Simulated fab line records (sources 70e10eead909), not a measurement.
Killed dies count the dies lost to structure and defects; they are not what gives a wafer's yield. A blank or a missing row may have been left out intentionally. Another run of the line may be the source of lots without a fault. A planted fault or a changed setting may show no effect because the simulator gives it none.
Which tool is to blame? / flow nand_harc / 33 wafers from 11 lots sampled at 3 of the route's 1302 steps

WHAT EACH GAUGE READ, for each wafer
NHARC_A_SLIT_OVL_MEAS_10.
lot=L569; measured=day 19 16:34; on=overlay-01; overlay_x_nm (nm)=1.0 0.8 0.8
lot=L568; measured=day 19 16:23; on=overlay-02; overlay_x_nm (nm)=-1.1 -0.5 -0.4
lot=L571; measured=day 21 00:14; on=overlay-01; overlay_x_nm (nm)=0.0 0.3 -0.3
lot=L572; measured=day 21 14:38; on=overlay-01; overlay_x_nm (nm)=0.0 -0.2 -0.1
lot=L575; measured=day 22 05:52; on=overlay-01; overlay_x_nm (nm)=0.0 -0.3 -0.7
lot=L574; measured=day 22 06:19; on=overlay-02; overlay_x_nm (nm)=-1.0 -0.9 -1.3
lot=L584; measured=day 26 03:56; on=overlay-02; overlay_x_nm (nm)=-2.4 -2.3 -2.4
lot=L586; measured=day 28 00:08; on=overlay-02; overlay_x_nm (nm)=-0.8 -0.2 -0.7
lot=L589; measured=day 28 09:55; on=overlay-02; overlay_x_nm (nm)=1.2 0.8 0.8
lot=L591; measured=day 29 10:14; on=overlay-01; overlay_x_nm (nm)=0.4 0.3 0.2
lot=L590; measured=day 29 10:32; on=overlay-02; overlay_x_nm (nm)=-0.3 0.1 -0.3

WHAT TOOL EACH LOT RAN ON (gives the tool, then ch and the chambers of the sampled wafers, and finally the start)
lot=L569; NHARC_A_SGD_CUT_ETCH_16=rie_diel-01 ch 0,1,2, day 19 10:31 or earlier; NHARC_A_SGD_CUT_ETCHBACK_24=rie_diel-01 ch 0,1,2, day 19 10:31
lot=L568; NHARC_A_SGD_CUT_ETCH_16=rie_diel-02 ch 0,2, day 19 10:30 or earlier; NHARC_A_SGD_CUT_ETCHBACK_24=rie_diel-08 ch 1,3, day 19 10:30
lot=L571; NHARC_A_SGD_CUT_ETCH_16=rie_diel-08 ch 1,2, day 20 18:02 or earlier; NHARC_A_SGD_CUT_ETCHBACK_24=rie_diel-01 ch 0,1,2, day 20 18:02
lot=L572; NHARC_A_SGD_CUT_ETCH_16=rie_diel-08 ch 0,1,3, day 21 04:21 or earlier; NHARC_A_SGD_CUT_ETCHBACK_24=rie_diel-01 ch 1,3, day 21 04:21
lot=L575; NHARC_A_SGD_CUT_ETCH_16=rie_diel-08 ch 1,2,3, day 21 23:14 or earlier; NHARC_A_SGD_CUT_ETCHBACK_24=rie_diel-08 ch 0,2, day 21 23:14
lot=L574; NHARC_A_SGD_CUT_ETCH_16=rie_diel-01 ch 2,3, day 21 23:15 or earlier; NHARC_A_SGD_CUT_ETCHBACK_24=rie_diel-01 ch 0,1,2, day 21 23:15
lot=L584; NHARC_A_SGD_CUT_ETCH_16=rie_diel-02 ch 1,2,3, day 25 21:16 or earlier; NHARC_A_SGD_CUT_ETCHBACK_24=rie_diel-02 ch 0,2,3, day 25 21:16
lot=L586; NHARC_A_SGD_CUT_ETCH_16=rie_diel-01 ch 1,2, day 27 16:41 or earlier; NHARC_A_SGD_CUT_ETCHBACK_24=rie_diel-08 ch 0,1, day 27 16:41
lot=L589; NHARC_A_SGD_CUT_ETCH_16=rie_diel-01 ch 0,1,3, day 28 01:07 or earlier; NHARC_A_SGD_CUT_ETCHBACK_24=rie_diel-01 ch 0,2,3, day 28 01:07
lot=L591; NHARC_A_SGD_CUT_ETCH_16=rie_diel-01 ch 0,2,3, day 29 05:10 or earlier; NHARC_A_SGD_CUT_ETCHBACK_24=rie_diel-08 ch 0,1,3, day 29 05:10
lot=L590; NHARC_A_SGD_CUT_ETCH_16=rie_diel-02 ch 0,3, day 29 05:19 or earlier; NHARC_A_SGD_CUT_ETCHBACK_24=rie_diel-01 ch 0,2, day 29 05:19
- NHARC_A_SGD_CUT_ETCH_16: etches the open film in C4F8/O2/Ar, target depth 310.5 nm, time 155.2 s.
- NHARC_A_SGD_CUT_ETCHBACK_24: etches the open film in CH3F/O2, target depth 50 nm, time 92.857 s.

THE ANSWER, worked out from the rows above alone
Rule: the lots themselves supply what counts as usual. Put in order of their means at a reading, lots are off if they are a third of the lots or fewer, leave a main group of 4 or more, and stand apart from it by a gap of 3 or more times the standard deviation of the main group's means; of several such gaps the widest counts. The tables above print the reading to a certain number of digits; a main group whose means all agree to those digits is not used. Also off: a lot with no number at a reading for which 4 or more lots have one. All remaining lots with rows at the step are treated as sound.
No lot is off at any reading shown: from this, nothing can be told.

WHAT HAD BEEN PUT IN BY THE SIMULATOR
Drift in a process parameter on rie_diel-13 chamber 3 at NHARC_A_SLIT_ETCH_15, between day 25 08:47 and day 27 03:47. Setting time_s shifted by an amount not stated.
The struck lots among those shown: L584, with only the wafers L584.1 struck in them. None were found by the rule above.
